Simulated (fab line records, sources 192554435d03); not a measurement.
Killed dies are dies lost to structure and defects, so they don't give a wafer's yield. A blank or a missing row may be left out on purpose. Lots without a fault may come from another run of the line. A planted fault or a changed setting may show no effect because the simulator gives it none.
Which tool did it? | flow n5_finfet | 24 lots, 72 wafers sampled, at 3 steps of a route of 1938

WHAT THE GAUGES READ, wafer by wafer
N5_BEOL_M1_OCD_MEAS_38.
lot  | measured     | on     | trench_depth_nm (nm)
L074 | day 6 19:02  | ocd-01 | 55.1 56.0 54.0
L075 | day 7 03:21  | ocd-01 | 55.1 55.4 55.3
L076 | day 7 03:30  | ocd-02 | 56.3 54.4 56.1
L077 | day 7 09:02  | ocd-02 | 53.8 55.1 52.4
L078 | day 7 08:56  | ocd-01 | 54.5 52.9 52.7
L079 | day 7 15:29  | ocd-02 | 54.2 55.3 54.5
L080 | day 8 01:31  | ocd-01 | 52.8 56.0 54.6
L081 | day 8 15:21  | ocd-01 | 56.6 56.9 56.6
L082 | day 8 19:30  | ocd-01 | 54.8 57.4 56.8
L083 | day 8 19:17  | ocd-02 | 54.8 53.6 55.2
L084 | day 8 23:00  | ocd-01 | 53.3 52.8 55.5
L085 | day 9 05:13  | ocd-02 | 53.5 56.7 56.4
L086 | day 9 14:46  | ocd-02 | 55.2 55.2 52.6
L087 | day 9 20:32  | ocd-01 | 52.7 55.8 54.0
L088 | day 10 05:19 | ocd-01 | 54.5 53.0 56.2
L089 | day 10 05:22 | ocd-02 | 54.5 53.2 55.7
L090 | day 10 04:34 | ocd-02 | 55.4 54.7 54.8
L091 | day 10 08:29 | ocd-02 | 55.1 53.6 54.8
L092 | day 10 15:34 | ocd-01 | 57.0 56.6 54.5
L093 | day 11 18:15 | ocd-02 | 51.7 54.8 51.2
L094 | day 11 18:43 | ocd-02 | 55.3 52.5 53.9
L095 | day 11 18:45 | ocd-01 | 55.7 52.9 53.0
L096 | day 11 23:26 | ocd-02 | 54.4 55.0 55.0
L097 | day 11 23:04 | ocd-01 | 54.9 52.2 53.4

WHICH TOOL RAN EACH LOT (tool, then ch and the chambers of the sampled wafers, then the start)
lot  | N5_BEOL_M1_ETCH_64                 | N5_BEOL_M1_STRIP_66
L074 | rie_diel-06 ch 1,3, day 6 01:43    | rie_diel-06 ch 1,3, day 6 01:50
L075 | rie_diel-02 ch 0,3, day 6 16:19    | rie_diel-02 ch 0,3, day 6 16:27
L076 | rie_diel-02 ch 1,2,3, day 6 17:27  | rie_diel-02 ch 1,2,3, day 6 17:34
L077 | rie_diel-06 ch 0,1,3, day 6 23:12  | rie_diel-06 ch 0,1,3, day 6 23:19
L078 | rie_diel-02 ch 0,3, day 7 04:07    | rie_diel-02 ch 0,3, day 7 04:15
L079 | rie_diel-05 ch 1,2,3, day 7 13:01  | rie_diel-05 ch 1,2,3, day 7 13:09
L080 | rie_diel-02 ch 2,3, day 7 20:19    | rie_diel-02 ch 2,3, day 7 20:27
L081 | rie_diel-06 ch 2,3, day 8 05:07    | rie_diel-06 ch 2,3, day 8 05:14
L082 | rie_diel-02 ch 0,2,3, day 8 11:34  | rie_diel-02 ch 0,2,3, day 8 11:42
L083 | rie_diel-05 ch 1,3, day 8 14:39    | rie_diel-05 ch 1,3, day 8 14:47
L084 | rie_diel-05 ch 1,2,3, day 8 20:19  | rie_diel-05 ch 1,2,3, day 8 20:25
L085 | rie_diel-06 ch 2,3, day 9 02:55    | rie_diel-06 ch 2,3, day 9 03:02
L086 | rie_diel-02 ch 0,1,2, day 9 06:08  | rie_diel-02 ch 0,1,2, day 9 06:16
L087 | rie_diel-05 ch 0,1,3, day 9 10:02  | rie_diel-05 ch 0,1,3, day 9 10:10
L088 | rie_diel-05 ch 0,2, day 9 17:51    | rie_diel-05 ch 0,2, day 9 17:59
L089 | rie_diel-05 ch 2,3, day 9 20:42    | rie_diel-05 ch 2,3, day 9 20:49
L090 | rie_diel-06 ch 0,1,3, day 9 23:11  | rie_diel-06 ch 0,1,3, day 9 23:18
L091 | rie_diel-05 ch 1,2,3, day 10 03:35 | rie_diel-05 ch 1,2,3, day 10 03:43
L092 | rie_diel-06 ch 0,1,3, day 10 09:27 | rie_diel-06 ch 0,1,3, day 10 09:35
L093 | rie_diel-06 ch 1,2,3, day 11 00:01 | rie_diel-06 ch 1,2,3, day 11 00:08
L094 | rie_diel-05 ch 0,1,2, day 11 08:27 | rie_diel-05 ch 0,1,2, day 11 08:35
L095 | rie_diel-02 ch 2,3, day 11 15:32   | rie_diel-02 ch 2,3, day 11 15:40
L096 | rie_diel-06 ch 0,1,3, day 11 15:43 | rie_diel-06 ch 0,1,3, day 11 15:50
L097 | rie_diel-06 ch 2,3, day 11 15:58   | rie_diel-06 ch 2,3, day 11 16:06
- N5_BEOL_M1_ETCH_64: etches SOC in N2/H2, target depth 75 nm, overetch 15 nm, time 112.5 s.
- N5_BEOL_M1_STRIP_66: strips in CF4.

WHAT THE TOOLS THEMSELVES READ (means of the sampled wafers that have a number; where no wafer has one, the mark that the record gives instead)
N5_BEOL_M1_ETCH_64.
lot  | tool        | drypump_motor_current_A (A) | h2_flow_sccm (sccm) | oes_product_au (a.u.) | rf_vpp_V (V) | showerhead_plenum_p_Torr (Torr) | throttle_valve_pct (%)
L074 | rie_diel-06 | 5.7                         | 200.3               | 0.59                  | 526.5        | 2.58                            | 17.82
L075 | rie_diel-02 | 6.5                         | 199.8               | 0.62                  | 521.8        | 2.49                            | 18.07
L076 | rie_diel-02 | 6.0                         | 200.0               | 0.59                  | 524.5        | 2.54                            | 17.95
L077 | rie_diel-06 | 5.9                         | 199.9               | 0.64                  | 524.6        | 2.56                            | 17.71
L078 | rie_diel-02 | 6.5                         | 200.0               | 0.62                  | 522.5        | 2.49                            | 18.08
L079 | rie_diel-05 | 5.9                         | 200.1               | 0.57                  | 522.4        | 2.49                            | 17.94
L080 | rie_diel-02 | 6.3                         | 200.9               | 0.61                  | 522.0        | 2.48                            | 18.02
L081 | rie_diel-06 | 6.3                         | 200.3               | 0.57                  | 521.8        | 2.49                            | 17.98
L082 | rie_diel-02 | 6.3                         | 199.9               | 0.59                  | 523.2        | 2.51                            | 18.03
L083 | rie_diel-05 | 5.4                         | 199.9               | 0.58                  | 522.9        | 2.49                            | 17.97
L084 | rie_diel-05 | 5.9                         | 199.7               | 0.57                  | 523.0        | 2.49                            | 17.96
L085 | rie_diel-06 | 6.3                         | 200.3               | 0.56                  | 521.5        | 2.48                            | 18.00
L086 | rie_diel-02 | 6.0                         | 200.6               | 0.57                  | 525.2        | 2.57                            | 17.97
L087 | rie_diel-05 | 5.6                         | 200.0               | 0.62                  | 523.6        | 2.51                            | 17.81
L088 | rie_diel-05 | 6.5                         | 200.3               | 0.61                  | 524.5        | 2.55                            | 17.68
L089 | rie_diel-05 | 5.7                         | 200.0               | 0.57                  | 522.8        | 2.51                            | 17.87
L090 | rie_diel-06 | 5.9                         | 199.8               | 0.62                  | 524.2        | 2.55                            | 17.75
L091 | rie_diel-05 | 5.9                         | 199.7               | 0.56                  | 521.5        | 2.48                            | 17.98
L092 | rie_diel-06 | 6.0                         | 200.5               | 0.61                  | 523.8        | 2.55                            | 17.76
L093 | rie_diel-06 | 6.0                         | 199.9               | 0.57                  | 521.9        | 2.49                            | 17.89
L094 | rie_diel-05 | 6.1                         | 200.1               | 0.60                  | 523.2        | 2.51                            | 17.83
L095 | rie_diel-02 | 6.3                         | 200.2               | 0.58                  | 521.9        | 2.47                            | 18.07
L096 | rie_diel-06 | 6.0                         | 200.6               | 0.61                  | 524.6        | 2.55                            | 17.77
L097 | rie_diel-06 | 6.0                         | 199.6               | 0.55                  | 524.9        | 2.55                            | 18.01

N5_BEOL_M1_STRIP_66.
lot  | tool        | drypump_motor_current_A (A) | oes_product_au (a.u.) | rf_vpp_V (V) | showerhead_plenum_p_Torr (Torr) | throttle_valve_pct (%)
L074 | rie_diel-06 | 5.6                         | 0.74                  | 271.6        | 1.82                            | 13.60
L075 | rie_diel-02 | 6.5                         | 0.77                  | 269.7        | 1.75                            | 13.67
L076 | rie_diel-02 | 6.0                         | 0.74                  | 271.8        | 1.79                            | 13.65
L077 | rie_diel-06 | 5.9                         | 0.79                  | 272.1        | 1.81                            | 13.45
L078 | rie_diel-02 | 6.6                         | 0.77                  | 270.2        | 1.75                            | 13.68
L079 | rie_diel-05 | 5.9                         | 0.71                  | 270.9        | 1.76                            | 13.75
L080 | rie_diel-02 | 6.3                         | 0.75                  | 269.5        | 1.74                            | 13.69
L081 | rie_diel-06 | 6.3                         | 0.71                  | 270.4        | 1.77                            | 13.86
L082 | rie_diel-02 | 6.3                         | 0.74                  | 270.4        | 1.76                            | 13.71
L083 | rie_diel-05 | 5.4                         | 0.72                  | 271.0        | 1.76                            | 13.76
L084 | rie_diel-05 | 5.9                         | 0.71                  | 269.8        | 1.76                            | 13.77
L085 | rie_diel-06 | 6.3                         | 0.71                  | 271.1        | 1.77                            | 13.87
L086 | rie_diel-02 | 6.0                         | 0.71                  | 271.4        | 1.79                            | 13.70
L087 | rie_diel-05 | 5.6                         | 0.78                  | 271.1        | 1.78                            | 13.60
L088 | rie_diel-05 | 6.5                         | 0.76                  | 271.2        | 1.81                            | 13.55
L089 | rie_diel-05 | 5.7                         | 0.71                  | 271.7        | 1.79                            | 13.73
L090 | rie_diel-06 | 5.9                         | 0.77                  | 271.4        | 1.81                            | 13.50
L091 | rie_diel-05 | 5.9                         | 0.70                  | 270.8        | 1.76                            | 13.80
L092 | rie_diel-06 | 5.9                         | 0.76                  | 270.9        | 1.80                            | 13.52
L093 | rie_diel-06 | 6.0                         | 0.71                  | 269.7        | 1.77                            | 13.73
L094 | rie_diel-05 | 6.1                         | 0.75                  | 269.8        | 1.78                            | 13.63
L095 | rie_diel-02 | 6.3                         | 0.73                  | 269.8        | 1.73                            | 13.75
L096 | rie_diel-06 | 5.9                         | 0.76                  | 271.2        | 1.80                            | 13.52
L097 | rie_diel-06 | 5.9                         | 0.70                  | 271.7        | 1.81                            | 13.88

THE ANSWER, worked out from the rows above alone
Rule: what is usual is taken from the lots themselves. Put in order of their means at a reading, lots are off if they are a third of the lots or fewer, leave a main group of 4 or more, and stand apart from it by a gap of 3 or more times the standard deviation of the main group's means; of several such gaps the widest counts. A main group whose means are all the same, to the digits that the tables above print for the reading, isn't used. A lot without any number at a reading at which 4 lots or more have one is off too. The other lots that the step has rows for count as sound. The gauges are gone through in route order, then the tools' own readings, and for those a lot's mean is taken as printed above. The first step at which some lot is off is used, and at that step the reading that is off furthest; a lot without a number counts as furthest.
No lot is off at any reading shown: from this, nothing can be told.

WHAT THE SIMULATOR HAD PUT IN
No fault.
